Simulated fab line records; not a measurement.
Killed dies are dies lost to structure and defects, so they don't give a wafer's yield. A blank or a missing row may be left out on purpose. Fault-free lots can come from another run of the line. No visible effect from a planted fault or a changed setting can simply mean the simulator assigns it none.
Check for tools in common / flow n5-finfet / 8 lots, 24 wafers sampled

REASON FOR OPENING
Flagged at N5_FIN_CUT_INSPECT_17: reading raw-defect-count, on 3 of 8 lots. Wafers without a fault read 233, standard deviation 70.
Rule: a lot gets a flag if all its wafers with a number sit over 4 standard deviations from that mean, or if no wafer of it has a number. The rest of the lots are taken to be sound.

lot=L836; measured=day 4 22:10; on=defect-inspect-02; raw-defect-count, wafer by wafer=2702 2693 2574; flag=FLAGGED
lot=L837; measured=day 5 06:35; on=defect-inspect-02; raw-defect-count, wafer by wafer=2567 2641 2536; flag=FLAGGED
lot=L838; measured=day 5 14:33; on=defect-inspect-02; raw-defect-count, wafer by wafer=2739 2560 2499; flag=FLAGGED
lot=L841; measured=day 6 05:15; on=defect-inspect-01; raw-defect-count, wafer by wafer=181 143 140; flag=
lot=L842; measured=day 6 09:21; on=defect-inspect-02; raw-defect-count, wafer by wafer=403 279 343; flag=
lot=L844; measured=day 6 20:58; on=defect-inspect-01; raw-defect-count, wafer by wafer=258 175 177; flag=
lot=L845; measured=day 7 04:38; on=defect-inspect-01; raw-defect-count, wafer by wafer=267 236 222; flag=
lot=L846; measured=day 7 10:25; on=defect-inspect-02; raw-defect-count, wafer by wafer=169 122 155; flag=
Average over the flagged lots: 2612; offset from the usual +2379, equal to +34 standard deviations.

WHICH TOOL RAN EACH LOT
4 process steps preceding the reading are held in the record, out of 1938 steps in the route. Cell contents, in order: the tool; ch with the chambers the sampled wafers went through; the start.
lot=L836; flag=FLAGGED; N5_FIN_SAQP_ETCH_64=rie-si-04 ch 0,1,2, day 4 20:17; N5_FIN_CUT_DESCUM_13=rie-diel-05 ch 2,3, day 4 20:59; N5_FIN_CUT_CUT_ETCH_26=rie-diel-05 ch 2,3, day 4 21:38; N5_FIN_CUT_STRIP_22=rie-diel-03 ch 0,2,3, day 4 22:00
lot=L837; flag=FLAGGED; N5_FIN_SAQP_ETCH_64=rie-si-04 ch 1,2,3, day 5 04:19; N5_FIN_CUT_DESCUM_13=rie-diel-06 ch 0,2, day 5 05:16; N5_FIN_CUT_CUT_ETCH_26=rie-diel-06 ch 0,2, day 5 05:42; N5_FIN_CUT_STRIP_22=rie-diel-05 ch 0,3, day 5 06:25
lot=L838; flag=FLAGGED; N5_FIN_SAQP_ETCH_64=rie-si-03 ch 1,2, day 5 12:49; N5_FIN_CUT_DESCUM_13=rie-diel-03 ch 1,2, day 5 13:38; N5_FIN_CUT_CUT_ETCH_26=rie-diel-03 ch 1,2, day 5 14:04; N5_FIN_CUT_STRIP_22=rie-diel-06 ch 0,2,3, day 5 14:23
lot=L841; flag=; N5_FIN_SAQP_ETCH_64=rie-si-05 ch 1,2,3, day 6 03:30; N5_FIN_CUT_DESCUM_13=rie-diel-06 ch 0,1, day 6 04:19; N5_FIN_CUT_CUT_ETCH_26=rie-diel-06 ch 0,1, day 6 04:46; N5_FIN_CUT_STRIP_22=rie-diel-05 ch 0,1,3, day 6 05:05
lot=L842; flag=; N5_FIN_SAQP_ETCH_64=rie-si-04 ch 1,2,3, day 6 07:40; N5_FIN_CUT_DESCUM_13=rie-diel-06 ch 0,3, day 6 08:22; N5_FIN_CUT_CUT_ETCH_26=rie-diel-06 ch 0,3, day 6 08:48; N5_FIN_CUT_STRIP_22=rie-diel-03 ch 0,2,3, day 6 09:11
lot=L844; flag=; N5_FIN_SAQP_ETCH_64=rie-si-04 ch 0,1,2, day 6 19:14; N5_FIN_CUT_DESCUM_13=rie-diel-05 ch 2,3, day 6 20:03; N5_FIN_CUT_CUT_ETCH_26=rie-diel-05 ch 2,3, day 6 20:29; N5_FIN_CUT_STRIP_22=rie-diel-06 ch 0,3, day 6 20:49
lot=L845; flag=; N5_FIN_SAQP_ETCH_64=rie-si-05 ch 0,1, day 7 02:59; N5_FIN_CUT_DESCUM_13=rie-diel-06 ch 1,2, day 7 03:41; N5_FIN_CUT_CUT_ETCH_26=rie-diel-06 ch 1,2, day 7 04:08; N5_FIN_CUT_STRIP_22=rie-diel-03 ch 0,2,3, day 7 04:29
lot=L846; flag=; N5_FIN_SAQP_ETCH_64=rie-si-03 ch 0,2,3, day 7 08:41; N5_FIN_CUT_DESCUM_13=rie-diel-03 ch 0,1, day 7 09:31; N5_FIN_CUT_CUT_ETCH_26=rie-diel-03 ch 0,1, day 7 09:57; N5_FIN_CUT_STRIP_22=rie-diel-06 ch 0,2, day 7 10:16
These steps, and what they do:
- N5_FIN_SAQP_ETCH_64: etches SiO2 in CF4, target depth 1.5 nm.
- N5_FIN_CUT_DESCUM_13: chemistry O2, time 7 s.
- N5_FIN_CUT_CUT_ETCH_26: etches SiNx in CH3F/O2, target depth 39 nm, time 55.7 s.
- N5_FIN_CUT_STRIP_22: strips in N2/H2.
- N5_FIN_CUT_INSPECT_17: inspects for defects (brightfield).

FLAGGED OVER TOTAL, TOOL BY TOOL (the gauges that took the reading come last)
step=N5_FIN_SAQP_ETCH_64; tool=rie-si-03; lots run=2; flagged=1; share of the flagged lots=some; sound lots run after its first flagged lot=1 (L846)
step=N5_FIN_SAQP_ETCH_64; tool=rie-si-04; lots run=4; flagged=2; share of the flagged lots=some; sound lots run after its first flagged lot=2 (L842,L844)
step=N5_FIN_SAQP_ETCH_64; tool=rie-si-05; lots run=2; flagged=0; share of the flagged lots=none; sound lots run after its first flagged lot=-
step=N5_FIN_CUT_DESCUM_13; tool=rie-diel-03; lots run=2; flagged=1; share of the flagged lots=some; sound lots run after its first flagged lot=1 (L846)
step=N5_FIN_CUT_DESCUM_13; tool=rie-diel-05; lots run=2; flagged=1; share of the flagged lots=some; sound lots run after its first flagged lot=1 (L844)
step=N5_FIN_CUT_DESCUM_13; tool=rie-diel-06; lots run=4; flagged=1; share of the flagged lots=some; sound lots run after its first flagged lot=3 (L841,L842,L845)
step=N5_FIN_CUT_CUT_ETCH_26; tool=rie-diel-03; lots run=2; flagged=1; share of the flagged lots=some; sound lots run after its first flagged lot=1 (L846)
step=N5_FIN_CUT_CUT_ETCH_26; tool=rie-diel-05; lots run=2; flagged=1; share of the flagged lots=some; sound lots run after its first flagged lot=1 (L844)
step=N5_FIN_CUT_CUT_ETCH_26; tool=rie-diel-06; lots run=4; flagged=1; share of the flagged lots=some; sound lots run after its first flagged lot=3 (L841,L842,L845)
step=N5_FIN_CUT_STRIP_22; tool=rie-diel-03; lots run=3; flagged=1; share of the flagged lots=some; sound lots run after its first flagged lot=2 (L842,L845)
step=N5_FIN_CUT_STRIP_22; tool=rie-diel-05; lots run=2; flagged=1; share of the flagged lots=some; sound lots run after its first flagged lot=1 (L841)
step=N5_FIN_CUT_STRIP_22; tool=rie-diel-06; lots run=3; flagged=1; share of the flagged lots=some; sound lots run after its first flagged lot=2 (L844,L846)
step=N5_FIN_CUT_INSPECT_17; tool=defect-inspect-01; lots run=3; flagged=0; share of the flagged lots=none; sound lots run after its first flagged lot=-
step=N5_FIN_CUT_INSPECT_17; tool=defect-inspect-02; lots run=5; flagged=3; share of the flagged lots=all; sound lots run after its first flagged lot=2 (L842,L846)

WHAT THE TABLE ALLOWS
Rows of the table that ran each flagged lot: 1, that is defect-inspect-02 at N5_FIN_CUT_INSPECT_17.
- defect-inspect-02 at N5_FIN_CUT_INSPECT_17 ran 5 lots, 3 of them flagged. After the first flagged lot (L842, L846), sound lots still ran on it; a lasting fault on the whole tool would not permit that.
No row of the table ran every flagged lot and no sound lot after the first.

WHAT THE SIMULATOR HAD PUT IN
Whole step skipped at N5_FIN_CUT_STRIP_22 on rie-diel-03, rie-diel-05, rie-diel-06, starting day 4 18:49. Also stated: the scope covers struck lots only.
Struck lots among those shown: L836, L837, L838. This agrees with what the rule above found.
